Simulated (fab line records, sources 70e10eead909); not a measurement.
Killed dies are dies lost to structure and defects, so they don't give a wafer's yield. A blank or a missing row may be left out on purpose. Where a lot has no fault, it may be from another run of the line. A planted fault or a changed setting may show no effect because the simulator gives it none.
fab line records | flow nand-harc
[record] lots = 6 | wafers = 18 | last-day = 23
route steps=1159 shown A_CHANNEL_HOLE_D1@480 A_CHANNEL_FILL_D1@490 END@1159
lots untouched by any fault: they come from a run of this same line in which no faults occurred
start-h: the number of hours between the record's first day and the start of the first shown wafer of the lot | wait-h: time in hours since the lot's previous step | " unchanged from the row above | L1.1+2: one row covering several wafers at once | - value missing, or start not given | * or withheld: withheld | < > ~ a bound
route shown NAME@n: NAME is a module with steps in the file, n the number in the route of the first one | usual: mean/standard deviation taken from wafers without a fault | same: alike in all rows | chamber/n: place in a boat | sites: the reading at each site | _std_site: standard deviation of those values | _edge_site: outer sites' mean less inner sites' | radius-mm: how far each site lies from the wafer's centre | mask NAME#n: copy n | behind: the tool/chamber that last shaped the wafer | hold: cause of the lot's hold/its duration in hours/its outcome | device: names the non-switching transistor (n, p or np) | end of line: at the end of the route, the tests of the same wafers | where a step has no rows: the recipe by itself | killed: dies that structure and defects cost at the first sort, which is not the same as the wafer's yield | map: the dies of a wafer, with x for killed, . for not killed, _ for no die there
set.NAME: the setting as run; set.NAME@STEP: as run at that earlier step | model.NAME: the simulator's own value behind a step, which no gauge read
lots seen at some steps along the route; tables by step, rows by wafer
services: from which hour (start-h, from the record's first day; less than 0 if before it) a tool's chamber was out of use, for how many hours, and why
[[steps]]
[step NHARC_A_CHANNEL_HOLE_D1_STRIP_41]
[recipe] n2-flow-sccm = 150 | h2-flow-sccm = 150 | ar-flow-sccm = 0 | bias-w = 0 | chemistry = N2/H2
[step NHARC_A_CHANNEL_HOLE_D1_STRIP_42]
[recipe] cf4-flow-sccm = 100 | chf3-flow-sccm = 30 | ar-flow-sccm = 0 | bias-w = 0 | chemistry = CF4/CHF3
[step NHARC_A_CHANNEL_HOLE_D1_STRIP_43]
[recipe] o2-flow-sccm = 400 | cos-flow-sccm = 20 | ar-flow-sccm = 0 | bias-w = 0 | chemistry = O2/COS
[step NHARC_A_CHANNEL_HOLE_D1_ETCH_44]
[recipe] target-depth-a = 1400 | overetch-a = 140 | time-s = 77 | ion-energy-ev = 100 | cf4-flow-sccm = 80 | o2-flow-sccm = 20 | ar-flow-sccm = 0 | rf-w = 300 | bias-w = 100 | chemistry = CF4/O2
[usual] drypump-motor-current-A = 5.5/0.46 | oes-product-au = 1.002/0.0081 | rf-vpp-V = 197.5/1.2 | showerhead-plenum-p-Torr = 1.32/0.046 | throttle-valve-pct = 13.397/0.0086
[same] time-s = 77
lot.wafer | tool        | chamber | start-h | wait-h | drypump-motor-current-A | oes-product-au | rf-hours-counter-h | rf-vpp-V | showerhead-plenum-p-Torr | throttle-valve-pct
L178.4    | rie-diel-12 | 1       | 191.30  | 0.0    | 5.0                     | 0.995          | 8                  | 198.4    | 1.35                     | 13.395
L178.2    | "           | 3       | "       | "      | 5.4                     | 1.005          | 8                  | 194.8    | 1.26                     | 13.380
L178.6    | "           | 2       | "       | "      | 5.2                     | 1.014          | -                  | 197.3    | 1.31                     | 13.389
L187.4    | rie-diel-12 | 3       | 226.47  | 0.1    | 5.4                     | 1.004          | 2                  | 197.9    | 1.26                     | 13.398
L187.3    | "           | 1       | "       | "      | 5.0                     | 1.000          | 1                  | 198.5    | 1.35                     | 13.394
L187.6    | "           | 2       | "       | "      | 5.2                     | 1.001          | -                  | 197.2    | 1.31                     | 13.403
L189.3    | rie-diel-10 | 3       | 250.82  | 0.1    | 5.1                     | 1.009          | 6                  | 197.5    | 1.38                     | 13.405
L189.6    | "           | 2       | "       | "      | 5.8                     | 1.006          | -                  | 197.9    | 1.30                     | 13.401
L189.5    | "           | 3       | "       | "      | 5.1                     | 1.017          | -                  | 198.6    | 1.37                     | 13.395
L191.2    | rie-diel-12 | 0       | 252.25  | 0.1    | 6.3                     | 1.003          | 2                  | 198.0    | 1.29                     | 13.393
L191.5    | "           | 1       | "       | "      | 4.9                     | 0.997          | -                  | 197.5    | 1.35                     | 13.393
L191.6    | "           | 2       | "       | "      | 5.2                     | 1.006          | -                  | 196.7    | 1.31                     | 13.402
L193.3    | rie-diel-12 | 0       | 279.20  | 0.1    | 6.3                     | 1.003          | 3                  | 196.6    | 1.29                     | 13.391
L193.1    | "           | 3       | "       | "      | 5.4                     | 1.007          | 4                  | 196.6    | 1.26                     | 13.390
L193.6    | "           | 0       | "       | "      | 6.3                     | 1.012          | -                  | 196.5    | 1.29                     | 13.404
L195.2    | rie-diel-12 | 3       | 287.44  | 0.1    | 5.4                     | 1.006          | 4                  | 197.6    | 1.26                     | 13.395
L195.4    | "           | 1       | "       | "      | 4.9                     | 1.000          | 4                  | 198.4    | 1.35                     | 13.407
L195.6    | "           | 3       | "       | "      | 5.4                     | 1.000          | -                  | 196.6    | 1.26                     | 13.403
[step NHARC_A_CHANNEL_HOLE_D1_STRIP_27]
[recipe] o2-flow-sccm = 500 | ar-flow-sccm = 0 | bias-w = 0 | chemistry = O2
[usual] drypump-motor-current-A = 5.6/0.46 | oes-product-au = 1.001/0.0087 | rf-vpp-V = 57.7/0.86 | showerhead-plenum-p-Torr = 3.48/0.11 | throttle-valve-pct = 17.037/0.0095
lot.wafer | tool        | chamber | start-h | wait-h | drypump-motor-current-A | oes-product-au | rf-hours-counter-h | rf-vpp-V | showerhead-plenum-p-Torr | throttle-valve-pct
L178.4    | rie-diel-12 | 2       | -       | -      | 5.2                     | 1.002          | 8                  | 57.8     | 3.46                     | 17.034
L178.2    | "           | 0       | "       | "      | 6.3                     | 0.998          | 8                  | 57.8     | 3.42                     | 17.039
L178.6    | "           | 3       | "       | "      | 5.4                     | 1.009          | -                  | 54.2     | 3.35                     | 17.027
L187.3    | rie-diel-12 | 0       | -       | -      | 6.3                     | 1.017          | 1                  | 57.6     | 3.42                     | 17.016
L187.4    | "           | 1       | "       | "      | 5.0                     | 1.005          | 1                  | 59.3     | 3.57                     | 17.051
L187.6    | "           | 0       | "       | "      | 6.3                     | 1.007          | -                  | 57.5     | 3.42                     | 17.023
L189.3    | rie-diel-10 | 3       | -       | -      | 5.1                     | 1.004          | 6                  | 59.0     | 3.63                     | 17.028
L189.6    | "           | 0       | "       | "      | 5.3                     | 0.999          | -                  | 59.0     | 3.36                     | 17.023
L189.5    | "           | 1       | "       | "      | 5.6                     | 0.995          | -                  | 57.4     | 3.48                     | 17.034
L191.2    | rie-diel-12 | 1       | -       | -      | 4.9                     | 0.988          | 2                  | 56.3     | 3.57                     | 17.031
L191.5    | "           | 1       | "       | "      | 4.9                     | 1.003          | -                  | 57.3     | 3.57                     | 17.028
L191.6    | "           | 2       | "       | "      | 5.2                     | 1.000          | -                  | 56.4     | 3.46                     | 17.058
L193.1    | rie-diel-12 | 1       | -       | -      | 4.9                     | 0.996          | 4                  | 57.9     | 3.57                     | 17.047
L193.3    | "           | 2       | "       | "      | 5.2                     | 1.006          | 4                  | 58.6     | 3.46                     | 17.039
L193.6    | "           | 1       | "       | "      | 4.9                     | 1.001          | -                  | 56.3     | 3.57                     | 17.041
L195.2    | rie-diel-12 | 1       | -       | -      | 5.0                     | 1.005          | 4                  | 58.5     | 3.57                     | 17.049
L195.4    | "           | 2       | "       | "      | 5.2                     | 0.990          | 4                  | 56.3     | 3.46                     | 17.028
L195.6    | "           | 0       | "       | "      | 6.3                     | 0.998          | -                  | 58.8     | 3.42                     | 17.033
[step NHARC_A_CHANNEL_HOLE_D1_PRECLEAN_28]
[recipe] time-s = * | temp-c = 50 | bath-age-min = 0 | chemistry = SC1
[step NHARC_A_CHANNEL_HOLE_D1_SRD_29]
[step NHARC_A_CHANNEL_HOLE_D1_CD_MEAS_30]
[usual] cd-nm = 89.6/1.2
lot.wafer | tool      | chamber | start-h | wait-h | cd-nm
L178.2    | cd-sem-01 | -       | 192.10  | -      | 89.7
L178.4    | "         | -       | "       | "      | 91.0
L178.6    | "         | -       | "       | "      | 89.2
L187.3    | cd-sem-01 | -       | 227.26  | -      | 88.7
L187.4    | "         | -       | "       | "      | 91.5
L187.6    | "         | -       | "       | "      | 88.7
L189.3    | cd-sem-02 | -       | 251.61  | -      | 90.2
L189.5    | "         | -       | "       | "      | 90.3
L189.6    | "         | -       | "       | "      | 89.5
L191.2    | cd-sem-03 | -       | 253.03  | -      | 91.5
L191.5    | "         | -       | "       | "      | 90.7
L191.6    | "         | -       | "       | "      | 90.3
L193.1    | cd-sem-03 | -       | 279.99  | -      | 87.8
L193.3    | "         | -       | "       | "      | 89.0
L193.6    | "         | -       | "       | "      | 88.0
L195.2    | cd-sem-01 | -       | 288.23  | -      | 88.4
L195.4    | "         | -       | "       | "      | 89.9
L195.6    | "         | -       | "       | "      | 89.5
[step NHARC_A_CHANNEL_HOLE_D1_XSEM_31]
[recipe] landing-energy-ev = 35000
[usual] bot-cd-nm = 74.1/1.3 | bow-nm = 8.7/0.42 | tilt-deg = 0.05/0.04
[same] landing-energy-ev = 35000
lot.wafer | tool    | chamber | start-h | wait-h | bot-cd-nm | bow-nm | tilt-deg
L178.2    | xsem-02 | 0       | 192.19  | 0.1    | 74.9      | 9.0    | 0.10
L178.4    | "       | 0       | "       | "      | 76.3      | 9.0    | 0.10
L178.6    | "       | 0       | "       | "      | 74.2      | 8.9    | 0.10
L187.3    | xsem-02 | 0       | 227.37  | 0.1    | 73.5      | 9.4    | 0.03
L187.4    | "       | 0       | "       | "      | 75.0      | 9.4    | 0.03
L187.6    | "       | 0       | "       | "      | 72.9      | 9.4    | 0.03
L189.3    | xsem-02 | 0       | 251.71  | 0.1    | 73.6      | 8.6    | 0.00
L189.5    | "       | 0       | "       | "      | 74.9      | 8.6    | 0.00
L189.6    | "       | 0       | "       | "      | 73.4      | 8.7    | 0.00
L191.2    | xsem-01 | 0       | 253.11  | 0.1    | 75.4      | 9.4    | 0.01
L191.5    | "       | 0       | "       | "      | 74.7      | 9.4    | 0.01
L191.6    | "       | 0       | "       | "      | 74.4      | 9.4    | 0.01
L193.1    | xsem-02 | 0       | 280.09  | 0.1    | 72.7      | 8.3    | 0.06
L193.3    | "       | 0       | "       | "      | 74.6      | 8.2    | 0.06
L193.6    | "       | 0       | "       | "      | 74.1      | 8.1    | 0.06
L195.2    | xsem-02 | 0       | 288.32  | 0.1    | 72.4      | 8.3    | 0.00
L195.4    | "       | 0       | "       | "      | 74.7      | 8.2    | 0.00
L195.6    | "       | 0       | "       | "      | 74.1      | 8.2    | 0.00
[step NHARC_A_CHANNEL_HOLE_D1_INSPECT_40]
[usual] raw-defect-count = 57/16
lot.wafer | tool              | chamber | start-h | wait-h | raw-defect-count
L178.2    | defect-inspect-01 | -       | 192.29  | -      | 48
L178.4    | "                 | -       | "       | "      | 54
L178.6    | "                 | -       | "       | "      | 43
L187.3    | defect-inspect-02 | -       | 227.46  | -      | 67
L187.4    | "                 | -       | "       | "      | 80
L187.6    | "                 | -       | "       | "      | 63
L189.3    | defect-inspect-01 | -       | 251.80  | -      | 45
L189.5    | "                 | -       | "       | "      | 52
L189.6    | "                 | -       | "       | "      | 72
L191.2    | defect-inspect-01 | -       | 253.21  | -      | 63
L191.5    | "                 | -       | "       | "      | 68
L191.6    | "                 | -       | "       | "      | 72
L193.1    | defect-inspect-02 | -       | 280.18  | -      | 92
L193.3    | "                 | -       | "       | "      | 73
L193.6    | "                 | -       | "       | "      | 43
L195.2    | defect-inspect-01 | -       | 288.42  | -      | 68
L195.4    | "                 | -       | "       | "      | 49
L195.6    | "                 | -       | "       | "      | 64
[step NHARC_A_CHANNEL_FILL_D1_PRECLEAN_00]
[recipe] time-s = * | temp-c = 50 | bath-age-min = 0 | chemistry = SC1
[step NHARC_A_CHANNEL_FILL_D1_SRD_01]
[step NHARC_A_CHANNEL_FILL_D1_ALD_02]
[recipe] target-thk-a = 60 | pulse-time-s = 10 | ald-cycles = 60 | temp-c = 300 | material = SiO2
[usual] ald-cycles = 60/0 | heater-power-w = 461/39 | precursor-pulse-height-rel = 1.001/0.02
lot.wafer | tool      | chamber | start-h | wait-h | ald-cycles | heater-power-w | precursor-pulse-height-rel
L178.4    | ald-hk-03 | 3       | 192.55  | -      | 60         | 434            | 1.002
L178.2    | "         | 0       | "       | "      | 60         | 427            | 0.971
L178.6    | "         | 3       | "       | "      | 60         | 442            | 1.005
L187.4    | ald-hk-03 | 1       | 227.69  | 0.1    | 60         | 416            | 0.962
L187.3    | "         | 3       | "       | "      | 60         | 426            | 1.022
L187.6    | "         | 1       | "       | "      | 60         | 417            | 0.967
L189.3    | ald-hk-03 | 1       | 252.43  | -      | 67         | 427            | 1.040
L189.5    | "         | 2       | "       | "      | 60         | 460            | 1.020
L189.6    | "         | 3       | "       | "      | 67         | 433            | 1.010
L191.2    | ald-hk-03 | 1       | 253.47  | -      | 67         | 415            | 1.033
L191.5    | "         | 0       | "       | "      | 60         | 424            | 1.009
L191.6    | "         | 1       | "       | "      | 67         | 421            | 1.022
L193.1    | ald-hk-01 | 1       | 280.45  | -      | 60         | 457            | 0.975
L193.3    | "         | 3       | "       | "      | 60         | 438            | 0.973
L193.6    | "         | 0       | "       | "      | 60         | 507            | 1.009
L195.2    | ald-hk-01 | 0       | 288.61  | -      | 60         | 496            | 1.014
L195.4    | "         | 3       | "       | "      | 60         | 435            | 0.988
L195.6    | "         | 0       | "       | "      | 60         | 489            | 1.010
[step NHARC_A_CHANNEL_FILL_D1_ALD_03]
[recipe] target-thk-a = 60 | pulse-time-s = 60 | ald-cycles = 58 | temp-c = 630 | pressure-torr = 2 | material = SiNx
[usual] ald-cycles = 58/0 | precursor-pulse-height-rel = 0.999/0.02
lot.wafer | tool             | chamber | start-h | wait-h | ald-cycles | precursor-pulse-height-rel
L178.2    | ald-sin-batch-03 | 0       | -       | -      | 58         | 0.978
L178.4    | "                | 0       | "       | "      | 58         | 0.989
L178.6    | "                | 0       | "       | "      | 58         | 0.971
L187.3    | ald-sin-batch-01 | 0       | -       | -      | 58         | 1.000
L187.4    | "                | 0       | "       | "      | 58         | 1.004
L187.6    | "                | 0       | "       | "      | 58         | 1.028
L189.3    | ald-sin-batch-01 | 0       | -       | -      | 58         | 0.975
L189.5    | "                | 0       | "       | "      | 58         | 1.024
L189.6    | "                | 0       | "       | "      | 58         | 0.963
L191.2    | ald-sin-batch-01 | 0       | -       | -      | 58         | 1.026
L191.5    | "                | 0       | "       | "      | 58         | 0.993
L191.6    | "                | 0       | "       | "      | 58         | 0.999
L193.1    | ald-sin-batch-01 | 0       | -       | -      | 58         | 0.991
L193.3    | "                | 0       | "       | "      | 58         | 1.008
L193.6    | "                | 0       | "       | "      | 58         | 1.005
L195.2    | ald-sin-batch-02 | 0       | -       | -      | 58         | 1.017
L195.4    | "                | 0       | "       | "      | 58         | 0.985
L195.6    | "                | 0       | "       | "      | 58         | 0.972
[step NHARC_END_SORT_01]
[recipe] temp-c = 25
[usual] killed-at-array = 26/10 | killed-at-other = 0.8/1.1 | killed-at-periphery = 3.3/2.6 | killed-dies = 30/11 | killed-open = 3.4/1.8 | killed-short = 2.0/1.3
[same] gross-dies = 677
lot.wafer | tool      | chamber | start-h | wait-h | killed-at-array | killed-at-other | killed-at-periphery | killed-dies | killed-open | killed-short
L193.1    | prober-02 | 0       | 540.54  | 2.5    | 44              | 0               | 1                   | 45          | 2           | 1
L193.3    | prober-02 | 0       | 542.16  | 3.1    | 37              | 3               | 0                   | 40          | 2           | 3
L193.6    | prober-02 | 0       | 544.59  | 4.0    | 36              | 2               | 1                   | 39          | 3           | 0
// killed by level:class
L193.1 A_SLIT:chamber-film-flake=18 A_CHANNEL_HOLE_D1:chamber-film-flake=8 A_SGD_CUT:chamber-film-flake=8 A_STAIRCASE:chamber-film-flake=4 A_CONTACT:chamber-film-flake=3 A_ONON_D1:geometric-particle:open=1 A_ONON_D1:geometric-particle:short=1 A_CHANNEL_HOLE_D1:geometric-particle:open=1
L193.3 A_SLIT:chamber-film-flake=18 A_CHANNEL_HOLE_D1:chamber-film-flake=5 A_SGD_CUT:chamber-film-flake=5 A_CONTACT:chamber-film-flake=3 THIN_TSV:chamber-film-flake=3 A_ONON_D1:geometric-particle:short=2 A_CONTACT:geometric-particle:open=2 A_CONTACT:geometric-particle:short=1
L193.6 A_SLIT:chamber-film-flake=21 A_SGD_CUT:chamber-film-flake=9 A_CHANNEL_HOLE_D1:chamber-film-flake=3 A_CONTACT:geometric-particle:open=2 THIN_TSV:chamber-film-flake=2 P_CONTACT:geometric-particle:open=1 A_STAIRCASE:chamber-film-flake=1
[[services]]
tool        | chamber | start-h | hours | kind
rie-diel-10 | -       | 176.50  | 9.0   | pm
rie-diel-12 | 0       | 182.01  | -     | clean
rie-diel-12 | 1       | 182.01  | -     | clean
rie-diel-12 | 2       | 182.01  | -     | clean
rie-diel-12 | 3       | 182.01  | -     | clean
rie-diel-12 | -       | 185.43  | 0.2   | repair
rie-diel-12 | -       | 199.82  | 0.5   | repair
rie-diel-12 | -       | 202.40  | 9.0   | pm
rie-diel-12 | 0       | 202.40  | 9.0   | vent-cycle
rie-diel-12 | 1       | 202.40  | 9.0   | vent-cycle
rie-diel-12 | 2       | 202.40  | 9.0   | vent-cycle
rie-diel-12 | 3       | 202.40  | 9.0   | vent-cycle
rie-diel-12 | 0       | 211.40  | -     | clean
rie-diel-12 | 1       | 211.40  | -     | clean
rie-diel-12 | 2       | 211.40  | -     | clean
rie-diel-12 | 3       | 211.40  | -     | clean
rie-diel-12 | 0       | 235.90  | -     | clean
rie-diel-12 | 1       | 235.90  | -     | clean
rie-diel-12 | 2       | 235.90  | -     | clean
rie-diel-12 | 3       | 235.90  | -     | clean
rie-diel-12 | 0       | 260.40  | -     | clean
rie-diel-12 | 1       | 260.40  | -     | clean
rie-diel-12 | 2       | 260.40  | -     | clean
rie-diel-10 | 1       | 270.01  | 4.2   | repair
[[key]]
[first-sign] step = NHARC_A_CHANNEL_FILL_D1_ALD_02 | reading = ald-cycles | direction = up | sigmas = 99+ | usual = 60 | struck = 67
effect none on later readings
met-at NHARC_A_CHANNEL_FILL_D1_ALD_02
struck-wafers L189.3,L189.6,L191.2,L191.6
tester-left-out L189,L191
onset-between 227.69 252.43
[fault] kind = process-parameter-drift | tool = ald-hk-03 | chamber = - | onset-h = 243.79 | steps = NHARC_A_CHANNEL_FILL_D1_ALD_02 | channel = ald-cycles | offset = 7 | shape = step | end-h = 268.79 | scope = struck-wafers-only | acts-in = these-recipes-only | stated = 60
// tester-left-out: of these lots the tester's yield and bins aren't shown, on N5 and GAA mostly nor the transistor test; their killed dies are dies lost to structure and defects alone, not to doping, threshold or leakage, so they don't give the yield
